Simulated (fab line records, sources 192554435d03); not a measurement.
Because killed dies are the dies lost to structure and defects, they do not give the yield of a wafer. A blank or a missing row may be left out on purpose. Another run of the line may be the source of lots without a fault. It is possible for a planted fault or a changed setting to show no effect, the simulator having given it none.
Which tool is to blame? -- flow n5 finfet -- Sampling: 9 lots, 27 wafers, 4 of 1938 route steps

## WHAT THE GAUGES SHOWED, per wafer
N5_BEOL_M4_RC_MEAS_101. Usual: DIBL_N 36.3 mV/V, standard deviation 1.7; DIBL_P 36.5 mV/V, standard deviation 1.8; IOFF_N 0.16 nA/um, standard deviation 0.033; IOFF_P 0.21 nA/um, standard deviation 0.037; ION_N 675 uA/um, standard deviation 11; ION_P 462 uA/um, standard deviation 7.9; SS_N 71.6 mV/dec, standard deviation 0.64; SS_P 73.3 mV/dec, standard deviation 0.68; VT_N 249 mV, standard deviation 3.3; VT_P -250 mV, standard deviation 3.3.
lot,measured,on,DIBL_N (mV/V),DIBL_P (mV/V),IOFF_N (nA/um),IOFF_P (nA/um),ION_N (uA/um),ION_P (uA/um),SS_N (mV/dec),SS_P (mV/dec),VT_N (mV),VT_P (mV),flag
L439,day 8 07:23,prober-01,37.0 35.9 36.4,37.9 36.4 36.4,0.16 0.14 0.14,0.23 0.22 0.21,674 669 675,464 461 471,71.5 71.1 71.3,73.7 73.5 73.1,249 251 251,-251 -250 -250,
L438,day 8 11:33,prober-02,33.6 36.4 35.8,34.1 37.0 36.4,0.14 0.18 0.17,0.21 0.25 0.24,673 679 676,467 468 467,71.1 72.3 71.8,73.2 73.4 73.1,248 250 249,-248 -249 -246,
L442,day 8 14:51,prober-02,37.3 33.8 35.5,37.5 33.5 36.1,0.18 0.12 0.15,0.23 0.17 0.21,680 677 683,470 471 476,71.2 70.7 72.1,72.8 71.7 72.8,247 255 250,-250 -253 -250,
L450,day 11 10:59,prober-02,38.8 36.4 38.9,39.3 34.7 38.0,0.21 0.15 0.21,0.25 0.17 0.22,672 665 676,458 448 453,71.6 71.3 72.8,74.9 72.5 74.5,245 253 248,-249 -253 -250,
L452,day 11 16:40,prober-02,37.0 38.1 39.1,36.3 37.1 38.9,0.17 0.19 0.21,0.24 0.24 0.27,677 675 686,463 462 465,71.6 72.2 72.7,73.4 73.7 73.8,249 248 248,-248 -246 -248,
L456,day 12 03:55,prober-01,37.3 36.3 37.3,36.6 35.8 36.4,0.16 0.15 0.17,0.23 0.22 0.23,678 662 667,472 460 464,71.4 71.4 71.9,72.5 73.4 73.5,254 253 249,-245 -248 -247,
L455,day 12 06:17,prober-02,37.0 38.2 37.9,38.3 39.1 38.9,0.22 0.23 0.24,0.22 0.23 0.23,705 686 683,462 456 458,72.0 72.5 72.2,73.2 73.7 73.6,243 244 240,-251 -248 -250,
L457,day 13 00:05,prober-02,33.4 35.3 34.3,33.1 34.8 33.9,0.13 0.16 0.14,0.17 0.19 0.18,682 677 672,465 462 459,71.4 71.3 71.9,72.7 73.6 73.2,251 247 250,-254 -251 -252,
L458,day 13 03:38,prober-02,40.0 38.2 37.6,40.9 38.7 37.9,0.28 0.23 0.21,0.27 0.24 0.22,717 695 687,475 461 459,72.9 73.1 71.7,74.6 74.5 73.4,241 242 245,-250 -249 -251,

N5_BEOL_M11_CD_MEAS_11 targets a cd of 64.1 nm. Usual: cd nm at 63.8 nm, with a standard deviation of 0.51.
lot,measured,on,cd nm (nm),flag
L439,day 10 12:09,cd sem-01,64.1 63.2 64.0,
L438,day 10 15:01,cd sem-02,64.5 64.2 63.7,
L442,day 10 22:01,cd sem-01,63.5 63.9 64.5,
L450,day 13 21:29,cd sem-01,63.3 62.8 62.7,
L452,day 14 09:05,cd sem-02,63.6 64.8 63.6,
L456,day 14 13:22,cd sem-03,63.4 63.8 64.3,
L455,day 14 18:26,cd sem-01,63.7 63.6 64.1,
L457,day 15 07:26,cd sem-01,63.6 63.0 64.4,
L458,day 15 17:32,cd sem-02,63.7 63.9 63.7,

N5_BEOL_M11_OVL_MEAS_12. Usual: M11_OVL typically reads 0.4 nm, with standard deviation 0.79.
lot,measured,on,M11_OVL (nm),flag
L439,day 10 12:11,overlay-01,-0.4 0.1 0.7,
L438,day 10 15:02,overlay-01,-0.1 0.0 -0.6,
L442,day 10 22:02,overlay-02,-0.4 0.0 0.0,
L450,day 13 21:31,overlay-02,0.7 0.1 -0.1,
L452,day 14 09:07,overlay-02,-0.7 1.1 0.5,
L456,day 14 13:23,overlay-01,-0.1 -1.0 -0.5,
L455,day 14 18:28,overlay-01,0.4 1.2 0.3,
L457,day 15 07:28,overlay-01,1.4 2.2 2.2,
L458,day 15 17:34,overlay-01,1.2 1.2 -0.2,

## WHICH TOOL RAN EACH LOT (tool, then ch and the chambers of the sampled wafers, then the start)
lot,N5_BEOL_M11_HM_DEP_02
L439,"pvd sputter-01, day 10 11:47"
L438,"pvd sputter-02, day 10 14:31"
L442,"pvd sputter-03, day 10 21:38"
L450,"pvd sputter-01, day 13 20:56"
L452,"pvd sputter-03, day 14 08:36"
L456,"pvd sputter-01, day 14 12:53"
L455,"pvd sputter-03, day 14 18:04"
L457,"pvd sputter-03, day 15 07:04"
L458,"pvd sputter-01, day 15 17:10"
- N5_BEOL_M11_HM_DEP_02: deposits TiN, target thk 20 nm.

## WHAT THE TOOLS THEMSELVES READ (means of the sampled wafers that have a number; where no wafer has one, the mark that the record gives instead)
N5_BEOL_M11_HM_DEP_02. Usual: throttle valve pct at 30.5 %, with a standard deviation of 0.85.
lot,tool,throttle valve pct (%),flag
L439,pvd sputter-01,31.1,
L438,pvd sputter-02,30.2,
L442,pvd sputter-03,30.3,
L450,pvd sputter-01,31.6,
L452,pvd sputter-03,30.2,
L456,pvd sputter-01,30.9,
L455,pvd sputter-03,30.1,
L457,pvd sputter-03,30.3,
L458,pvd sputter-01,30.7,

## THE ANSWER, worked out from the rows above alone
Rule: lot off if the mean of its wafers having a number is beyond 3 standard deviations from the usual mean. Also off: a lot with no number at a reading for which 4 or more lots have one. All remaining lots with rows at the step are treated as sound. Order of review: gauges by route order, followed by the tools' own readings, for which a lot's mean as printed above is used. The first step at which some lot is off is used, and at that step the reading that is off furthest; a lot without a number counts as furthest.
None of the lots is off at any reading shown; this tells nothing.

## WHAT THE SIMULATOR HAD PUT IN
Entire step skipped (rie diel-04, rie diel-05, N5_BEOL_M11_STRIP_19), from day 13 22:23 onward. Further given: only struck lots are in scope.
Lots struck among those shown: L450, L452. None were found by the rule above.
